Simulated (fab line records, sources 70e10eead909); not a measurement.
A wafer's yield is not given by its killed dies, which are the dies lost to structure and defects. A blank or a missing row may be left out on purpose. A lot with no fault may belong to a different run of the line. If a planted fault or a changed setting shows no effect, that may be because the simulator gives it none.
Struck lot and sound lot, side by side :: flow nand harc :: 14 steps out of a route of 1302
Sound: wafers L153.2, L153.4, L153.5. Wafers L161.2, L161.5, L161.6 were the ones struck. The cause comes at the end.
At each step with rows: each side's tool, then ch and its chambers, then its first start. Under that, the readings that differ: sound wafers :: struck wafers :: difference of the means :: sigmas: that difference in standard deviations of wafers without a fault.
alike: readings with means less than 2 such deviations apart, plus words and numbers identical on both sides. not compared: withheld readings, readings lacking a value on some wafer, bounds such as >300 that could conceal the same value, and numbers that have no deviation in the record and whose values overlap.
The two part at a step that has a row with sigmas, a row that says differs or no value, or rows on one side only. When numbers do not overlap yet have no deviation, they are printed without sigmas and do not part them. A reading that every wafer of one side lacks parts them only if that side has two wafers or more.

NHARC_A_DECK1_JOINT_ETCHBACK_00: etches the open film in HBr, target depth 30 nm, time 17.4 s.
  sound on rie si-02 ch 1,3, day 13 22:37; struck on rie si-04 ch 2,3, day 17 09:29
  alike: drypump motor current A, hbr flow sccm, oes product au, throttle valve pct
  not compared: rf hours counter h
then, 8 steps without rows for these wafers: NHARC_A_DECK1_JOINT_PRECLEAN_30 (cleans in SC1); NHARC_A_DECK1_JOINT_SRD_31; NHARC_A_DECK1_JOINT_CVD_34 (deposits SiNx, target thk 20 nm); NHARC_A_DECK1_JOINT_DEP_06 (deposits SiOx, target thk 80 nm); NHARC_A_DECK1_JOINT_CURE_26 (time 32 s); NHARC_A_DECK1_JOINT_ANNEAL_27 (time 3600 s); NHARC_A_DECK1_JOINT_ANNEAL_28 (time 1800 s); NHARC_A_DECK1_JOINT_ANNEAL_29 (time 1800 s).
NHARC_A_DECK1_JOINT_CMP_02: polishes SiOx.
  sound on cmp-04 ch 0,1,3, day 14 19:21; struck on cmp-02 ch 2,3, day 18 07:23
  alike: motor current A, slurry flow ml min
next, for these wafers, 1 step has no rows: NHARC_A_DECK1_JOINT_SRD_15.
NHARC_A_DECK1_JOINT_DEP_16: deposits SiO2, target thk 45 nm.
  sound on pecvd-02 ch 0,1, day 14 19:44; struck on pecvd-03 ch 1,2, day 18 07:46
reading: rf fwd power W (W)
sound: 892.6 892.7 899.5
struck: 1254.1 1255.9 1254.1
difference: +359.8
sigmas: +99 or more

reading: showerhead vpp V (V)
sound: 1888 1849 1743
struck: 2228 2216 2154
difference: +373
sigmas: +3

reading: throttle valve pct (%)
sound: 15.7 15.9 16.1
struck: 14.6 14.6 15.0
difference: -1.2
sigmas: -2
  alike: chamber pressure Torr, flow sccm, heater power outer w, heater power w
  not compared: since wet clean h
NHARC_A_DECK1_JOINT_THK_MEAS_17: measures by ellipsometry.
  sound on film metro-02, day 14 20:01; struck on film metro-02, day 18 08:02
reading: thk nm (nm)
sound: 44.4 45.6 45.4
struck: 50.0 51.3 50.3
difference: +5.4
sigmas: +5
NHARC_A_DECK1_JOINT_INSPECT_05:
  sound on defect inspect-02, day 14 20:04; struck on defect inspect-02, day 18 08:04
reading: raw defect count
sound: 372 296 295
struck: 655 501 587
difference: +260
sigmas: +2

== WHERE THEY PART ==
At NHARC_A_DECK1_JOINT_DEP_16 first; at NHARC_A_DECK1_JOINT_INSPECT_05 last (within this record only).

WHY: whatever the simulator had introduced
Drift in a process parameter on pecvd-03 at NHARC_A_DECK1_JOINT_DEP_16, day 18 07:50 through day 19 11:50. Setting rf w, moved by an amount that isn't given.
